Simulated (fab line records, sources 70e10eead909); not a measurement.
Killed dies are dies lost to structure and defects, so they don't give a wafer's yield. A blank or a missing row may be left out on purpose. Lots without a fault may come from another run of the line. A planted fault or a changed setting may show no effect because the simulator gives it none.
Which tool did it? | flow nand_harc | 13 lots, 39 wafers sampled, at 6 steps of a route of 1159

WHAT THE GAUGES READ, wafer by wafer
NHARC_P_STI_OCD_MEAS_17. Usual: trench_depth_nm 302 nm, standard deviation 4.8; trench_foot_cd_nm 157.8 nm, standard deviation 2.6.
lot  | measured    | on     | trench_depth_nm (nm) | trench_foot_cd_nm (nm) | flag
L335 | day 2 11:53 | ocd-01 | 304 303 303          | 155.4 155.4 158.2      |
L337 | day 3 02:42 | ocd-01 | 296 300 298          | 165.4 158.0 157.9      |
L338 | day 3 02:44 | ocd-02 | 302 301 306          | 159.3 162.5 159.3      |
L339 | day 3 09:58 | ocd-02 | 299 299 304          | 158.0 160.5 157.5      |
L336 | day 3 10:08 | ocd-01 | 301 304 300          | 156.8 154.0 160.9      |
L341 | day 3 23:44 | ocd-02 | 308 307 307          | 158.8 157.4 158.3      |
L343 | day 4 12:00 | ocd-02 | 296 289 292          | 159.6 162.7 158.4      |
L346 | day 5 04:35 | ocd-02 | 300 302 300          | 156.3 161.4 157.6      |
L345 | day 5 04:37 | ocd-01 | 305 303 304          | 154.5 157.6 155.3      |
L347 | day 5 17:35 | ocd-02 | 301 301 302          | 154.8 160.2 158.3      |
L350 | day 6 07:17 | ocd-01 | 300 299 298          | 160.9 156.9 155.9      |
L351 | day 6 13:43 | ocd-01 | 306 303 305          | 159.2 155.6 153.1      |
L354 | day 7 02:30 | ocd-02 | 298 302 303          | 162.1 157.6 158.1      |

NHARC_P_GATE_CD_MEAS_26: target cd 120 nm. Usual: cd_nm 120.3 nm, standard deviation 0.58.
lot  | measured    | on        | cd_nm (nm)        | flag
L335 | day 4 13:55 | cd_sem-01 | 119.7 119.6 120.1 |
L337 | day 5 07:58 | cd_sem-03 | 120.9 121.3 120.4 |
L338 | day 5 07:35 | cd_sem-03 | 120.9 120.8 120.9 |
L339 | day 5 18:05 | cd_sem-01 | 120.8 120.6 121.5 |
L336 | day 5 18:18 | cd_sem-02 | 120.7 120.3 120.2 |
L341 | day 6 11:49 | cd_sem-03 | 120.4 120.7 121.2 |
L343 | day 6 17:38 | cd_sem-03 | 121.4 120.5 120.8 |
L346 | day 7 22:26 | cd_sem-01 | 120.3 120.4 120.5 |
L345 | day 7 21:56 | cd_sem-03 | 119.3 119.5 119.3 |
L347 | day 7 21:46 | cd_sem-02 | 119.8 120.1 120.2 |
L350 | day 8 06:39 | cd_sem-03 | 119.7 119.9 119.9 |
L351 | day 8 18:28 | cd_sem-02 | 120.7 120.2 120.3 |
L354 | day 9 08:01 | cd_sem-01 | 120.4 121.0 120.3 |

NHARC_P_GATE_CD_MEAS_59: target cd 720 nm. Usual: cd_nm 719.3 nm, standard deviation 1.6.
lot  | measured    | on        | cd_nm (nm)        | flag
L335 | day 5 03:38 | cd_sem-02 | 721.8 717.7 718.4 |
L337 | day 5 21:53 | cd_sem-02 | 718.5 718.1 717.7 |
L338 | day 5 21:30 | cd_sem-02 | 719.5 720.4 720.8 |
L339 | day 6 07:49 | cd_sem-01 | 721.6 720.0 719.6 |
L336 | day 6 08:09 | cd_sem-03 | 718.7 717.5 716.5 |
L341 | day 7 01:43 | cd_sem-01 | 722.0 719.7 718.3 |
L343 | day 7 07:14 | cd_sem-03 | 717.4 718.3 720.0 |
L346 | day 8 17:31 | cd_sem-02 | 719.3 717.0 719.5 |
L345 | day 8 11:58 | cd_sem-02 | 718.8 720.4 718.9 |
L347 | day 8 11:34 | cd_sem-02 | 718.2 720.0 720.1 |
L350 | day 8 20:56 | cd_sem-01 | 720.9 719.6 720.4 |
L351 | day 9 08:08 | cd_sem-03 | - - -             | OFF
L354 | day 9 21:46 | cd_sem-02 | 719.8 720.4 722.0 |

NHARC_END_SORT_01. Usual: killed_at_array 29, standard deviation 9.4; killed_at_other 0.7, standard deviation 1.3; killed_at_periphery 2.9, standard deviation 2.1; killed_dies 32, standard deviation 9; killed_open 3.3, standard deviation 1.8; killed_short 1.9, standard deviation 1.4.
lot  | measured     | on        | killed_at_array | killed_at_other | killed_at_periphery | killed_dies | killed_open | killed_short | flag
L351 | day 24 03:49 | prober-01 | 26 33 25        | 2 0 1           | 649 644 651         | 677 677 677 | 1 8 0       | 4 3 2        | OFF

WHICH TOOL RAN EACH LOT (tool, then ch and the chambers of the sampled wafers, then the start)
lot  | NHARC_P_GATE_DESCUM_31            | NHARC_P_GATE_EXPOSE_56
L335 | rie_diel-12 ch 2,3, day 4 14:06   | krf_scanner-04 ch 0, day 5 03:28
L337 | rie_diel-12 ch 0,3, day 5 08:19   | krf_scanner-01 ch 0, day 5 21:44
L338 | rie_diel-12 ch 0,1,3, day 5 07:47 | krf_scanner-01 ch 0, day 5 21:21
L339 | rie_diel-13 ch 0,1,3, day 5 18:17 | krf_scanner-01 ch 0, day 6 07:40
L336 | rie_diel-12 ch 1,2, day 5 18:29   | krf_scanner-03 ch 0, day 6 08:00
L341 | rie_diel-09 ch 0,1,2, day 6 12:01 | krf_scanner-03 ch 0, day 7 01:34
L343 | rie_diel-12 ch 0,2, day 6 17:49   | krf_scanner-03 ch 0, day 7 07:04
L346 | rie_diel-13 ch 1,3, day 7 22:38   | krf_scanner-03 ch 0, day 8 17:22
L345 | rie_diel-09 ch 1,2,3, day 7 22:07 | krf_scanner-01 ch 0, day 8 11:48
L347 | rie_diel-12 ch 0,2, day 7 21:58   | krf_scanner-03 ch 0, day 8 11:25
L350 | rie_diel-13 ch 0,1, day 8 06:53   | krf_scanner-01 ch 0, day 8 20:47
L351 | rie_diel-12 ch 0,2,3, day 8 18:39 | krf_scanner-01 ch 0, day 9 07:58
L354 | rie_diel-13 ch 1,2, day 9 08:14   | krf_scanner-03 ch 0, day 9 21:36
- NHARC_P_GATE_DESCUM_31: chemistry O2, time 3 s.
- NHARC_P_GATE_EXPOSE_56: exposes mask P PSD, target cd 720 nm.

WHAT THE TOOLS THEMSELVES READ (means of the sampled wafers that have a number; where no wafer has one, the mark that the record gives instead)
NHARC_P_GATE_DESCUM_31. Usual: drypump_motor_current_A 5.8 A, standard deviation 0.47; mfc_ar_sccm 0.010 sccm, standard deviation 0.013; oes_product_au 0.997 a.u., standard deviation 0.01; rf_vpp_V 57.9 V, standard deviation 0.86; showerhead_plenum_p_Torr 1.96 Torr, standard deviation 0.077; throttle_valve_pct 11.311 %, standard deviation 0.009.
lot  | tool        | drypump_motor_current_A (A) | mfc_ar_sccm (sccm) | oes_product_au (a.u.) | rf_vpp_V (V) | showerhead_plenum_p_Torr (Torr) | throttle_valve_pct (%) | flag
L335 | rie_diel-12 | 6.0                         | 0.000              | 1.005                 | 58.0         | 2.05                            | 11.314                 |
L337 | rie_diel-12 | 5.3                         | 0.017              | 1.006                 | 58.9         | 1.94                            | 11.306                 |
L338 | rie_diel-12 | 5.6                         | 0.016              | 0.999                 | 58.7         | 1.97                            | 11.309                 |
L339 | rie_diel-13 | 5.7                         | 0.017              | 0.994                 | 58.0         | 1.99                            | 11.315                 |
L336 | rie_diel-12 | 6.3                         | 0.007              | 1.006                 | 57.5         | 2.04                            | 11.318                 |
L341 | rie_diel-09 | 6.0                         | 0.000              | 0.991                 | 58.5         | 1.91                            | 11.309                 |
L343 | rie_diel-12 | 5.7                         | 0.017              | 0.998                 | 57.7         | 1.95                            | 11.322                 |
L346 | rie_diel-13 | 5.6                         | 0.020              | 0.992                 | 58.4         | 2.02                            | 11.311                 |
L345 | rie_diel-09 | 5.8                         | 0.003              | 0.992                 | 57.7         | 1.97                            | 11.315                 |
L347 | rie_diel-12 | 5.7                         | 0.017              | 1.002                 | 56.9         | 1.95                            | 11.317                 |
L350 | rie_diel-13 | 5.8                         | 0.004              | 0.992                 | 58.4         | 2.00                            | 11.306                 |
L351 | rie_diel-12 | 5.6                         | 0.009              | 1.008                 | 58.2         | 1.99                            | 11.310                 |
L354 | rie_diel-13 | 5.9                         | 0.007              | 0.986                 | 58.0         | 1.99                            | 11.313                 |

THE ANSWER, worked out from the rows above alone
Rule: a lot is off if the mean of its wafers that have a number lies more than 3 standard deviations from the usual mean. A lot without any number at a reading at which 4 lots or more have one is off too. The other lots that the step has rows for count as sound. The gauges are gone through in route order, then the tools' own readings, and for those a lot's mean is taken as printed above. The first step at which some lot is off is used, and at that step the reading that is off furthest; a lot without a number counts as furthest.
Off: L351, at NHARC_P_GATE_CD_MEAS_59 (cd_nm). Without a number there: L351.
A tool fits if, at a process step before that reading, it ran every lot that is off, and no sound lot after the first of them. The gauges at NHARC_P_GATE_CD_MEAS_59 aren't tried: what is off there is off at NHARC_END_SORT_01 too, on other tools, and a gauge's error can't cause that. Can't be told from this: 2 tools fit, rie_diel-12 at NHARC_P_GATE_DESCUM_31, krf_scanner-01 at NHARC_P_GATE_EXPOSE_56.

WHAT THE SIMULATOR HAD PUT IN
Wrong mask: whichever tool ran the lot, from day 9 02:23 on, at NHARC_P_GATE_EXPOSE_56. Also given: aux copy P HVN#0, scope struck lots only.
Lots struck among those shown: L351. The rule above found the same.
